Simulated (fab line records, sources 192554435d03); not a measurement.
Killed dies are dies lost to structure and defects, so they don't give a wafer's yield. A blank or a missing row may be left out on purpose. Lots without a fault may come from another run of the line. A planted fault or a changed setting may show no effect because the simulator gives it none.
Split-lot experiment | flow n5_finfet | 7 lots, 39 wafers read, on a route of 1938 steps

THE SPLIT
At N5_SD_EPI_N_EPI_21 (deposits Si:P, time 690 s), the setting time_s was moved away from the recipe's 690 s on 9 of the 39 wafers read, by -12.6% to +17.7%. The other wafers ran this setting at the recipe's value.

FROM THE SPLIT TO THE READING: what the file shows between them, 6 steps
- N5_SD_EPI_N_EPI_MEAS_23
- N5_SD_EPI_N_PRECLEAN_24: cleans in O3/DIW, time 60 s
- N5_SD_EPI_N_SRD_25: time 30 s
- N5_SD_EPI_N_PRECLEAN_49: cleans in NF3:NH3, afs cycles 1, time 20 s, sublimation time 60 s
- N5_SD_ACTIVATION_RTA_00: time 0 s
- N5_SD_ACTIVATION_LSA_01: time 0.0008 s

THE READING
RS_SD_N, in ohm/sq, at N5_SD_ACTIVATION_RS_MEAS_03 (measures by four-point-probe). Fault-free wafers of this fab line usually give 21.9 ohm/sq, standard deviation 0.31 ohm/sq.

wafer  | tool, chamber at the split | time_s as run, s | against the recipe | RS_SD_N, ohm/sq | against lot-mates on the recipe
L076.1 | epi_rpcvd-02, 0            | 690              | recipe             | 22.3            | -
L076.2 | epi_rpcvd-02, 0            | 690              | recipe             | 22.4            | -
L076.3 | epi_rpcvd-02, 0            | 690              | recipe             | 22.5            | -
L076.4 | epi_rpcvd-02, 0            | 690              | recipe             | 22.5            | -
L076.5 | epi_rpcvd-02, 0            | 690              | recipe             | 22.5            | -
L076.6 | epi_rpcvd-02, 0            | 690              | recipe             | 22.1            | -
L081.2 | epi_rpcvd-02, 0            | 690              | recipe             | 21.9            | -
L081.3 | epi_rpcvd-02, 0            | 690              | recipe             | 22.0            | -
L081.4 | epi_rpcvd-02, 0            | 690              | recipe             | 22.0            | -
L082.1 | epi_rpcvd-03, 0            | 690              | recipe             | 22.0            | -
L082.2 | epi_rpcvd-03, 0            | 690              | recipe             | 21.8            | -
L082.3 | epi_rpcvd-03, 0            | 690              | recipe             | 22.3            | -
L082.4 | epi_rpcvd-03, 0            | 690              | recipe             | 22.5            | -
L082.5 | epi_rpcvd-03, 0            | 690              | recipe             | 22.1            | -
L082.6 | epi_rpcvd-03, 0            | 690              | recipe             | 22.3            | -
L091.1 | epi_rpcvd-02, 0            | 812.3            | +17.7%             | 19.5            | -2.5
L091.2 | epi_rpcvd-02, 0            | 690              | recipe             | 22.0            | -
L091.3 | epi_rpcvd-02, 0            | 690              | recipe             | 22.2            | -
L091.4 | epi_rpcvd-02, 0            | 812.3            | +17.7%             | 19.5            | -2.5
L091.5 | epi_rpcvd-02, 0            | 690              | recipe             | 21.8            | -
L091.6 | epi_rpcvd-02, 0            | 812.3            | +17.7%             | 19.7            | -2.3
L093.1 | epi_rpcvd-01, 0            | 603.4            | -12.6%             | 23.9            | +2.2
L093.2 | epi_rpcvd-01, 0            | 603.4            | -12.6%             | 23.9            | +2.2
L093.3 | epi_rpcvd-01, 0            | 690              | recipe             | 21.7            | -
L093.4 | epi_rpcvd-01, 0            | 690              | recipe             | 21.5            | -
L093.5 | epi_rpcvd-01, 0            | 603.4            | -12.6%             | 23.8            | +2.1
L093.6 | epi_rpcvd-01, 0            | 690              | recipe             | 21.9            | -
L096.1 | epi_rpcvd-01, 0            | 690              | recipe             | 22.2            | -
L096.2 | epi_rpcvd-01, 0            | 690              | recipe             | 22.5            | -
L096.3 | epi_rpcvd-01, 0            | 743.8            | +7.8%              | 21.1            | -1.1
L096.4 | epi_rpcvd-01, 0            | 743.8            | +7.8%              | 21.1            | -1.1
L096.5 | epi_rpcvd-01, 0            | 690              | recipe             | 21.9            | -
L096.6 | epi_rpcvd-01, 0            | 743.8            | +7.8%              | 20.5            | -1.7
L097.1 | epi_rpcvd-03, 0            | 690              | recipe             | 21.2            | -
L097.2 | epi_rpcvd-03, 0            | 690              | recipe             | 21.7            | -
L097.3 | epi_rpcvd-03, 0            | 690              | recipe             | 21.2            | -
L097.4 | epi_rpcvd-03, 0            | 690              | recipe             | 21.5            | -
L097.5 | epi_rpcvd-03, 0            | 690              | recipe             | 21.8            | -
L097.6 | epi_rpcvd-03, 0            | 690              | recipe             | 21.4            | -

THE FIT
A straight line over all 39 wafers: RS_SD_N changes by -0.141 ohm/sq for each +1% of time_s; r = -0.93; the points scatter about the line by 0.35 ohm/sq.
The same after taking each lot's own level away (the mean of its wafers on the recipe; 39 wafers): -0.152 ohm/sq for each +1%; r = -0.98; scatter 0.22 ohm/sq.
On that fit, the largest move of time_s shifts the reading by 2.7 ohm/sq.
The lots' own levels span 21.47 to 22.38 ohm/sq, that is 3.0 times the standard deviation above.
So the lot-to-lot level changes the slope little: the two slopes agree.
Check: with one of the wafers moved furthest among these (+17.7%) left out of the fit, the line predicts -2.7 ohm/sq for it against its lot-mates. It came out at -2.5 ohm/sq against them.

OTHER SPLITS ON THESE WAFERS
These wafers also went through other splits before the reading. Each is held against what the fit with the lots' levels taken away leaves over:
other split on the same wafers        | wafers away from the commonest value | r with RS_SD_N (lot level and that fit taken away)
N5_WELL_APT_EXPOSE_22 dose_mj         | 18                                   | +0.11
N5_PMOS_HMC_CHANNEL_EPI_EPI_20 temp_c | 15                                   | -0.10
N5_DUMMY_GATE_ETCH_32 time_s          | 6                                    | -0.19

THE WHOLE CHAIN: every reading that the file lists as answering this split, in the file's order
step                        | what it does                 | reading                                                                         | change (the file's fit)               | r (the file's)
N5_SD_EPI_N_EPI_21          | deposits Si:P, time 690 s    | Si-P_of_SD_EPI_N_EPI_21.thk_nm (the simulator's own value, which no gauge read) | +0.407 nm for each +1% of the setting | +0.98
N5_SD_EPI_N_EPI_MEAS_23     |                              | thk_nm                                                                          | withheld for each +1% of the setting  | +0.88
N5_SD_EPI_N_PRECLEAN_24     | cleans in O3/DIW, time 60 s  | Si-P_of_SD_EPI_N_EPI_21.thk_nm (the simulator's own value, which no gauge read) | +0.403 nm for each +1% of the setting | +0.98
N5_SD_ACTIVATION_RS_MEAS_03 | measures by four-point-probe | RS_SD_N                                                                         | -0.151 for each +1% of the setting    | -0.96

THE FILE'S OWN FIT
RS_SD_N changes by -0.151 ohm/sq for each +1% of time_s, r = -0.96.
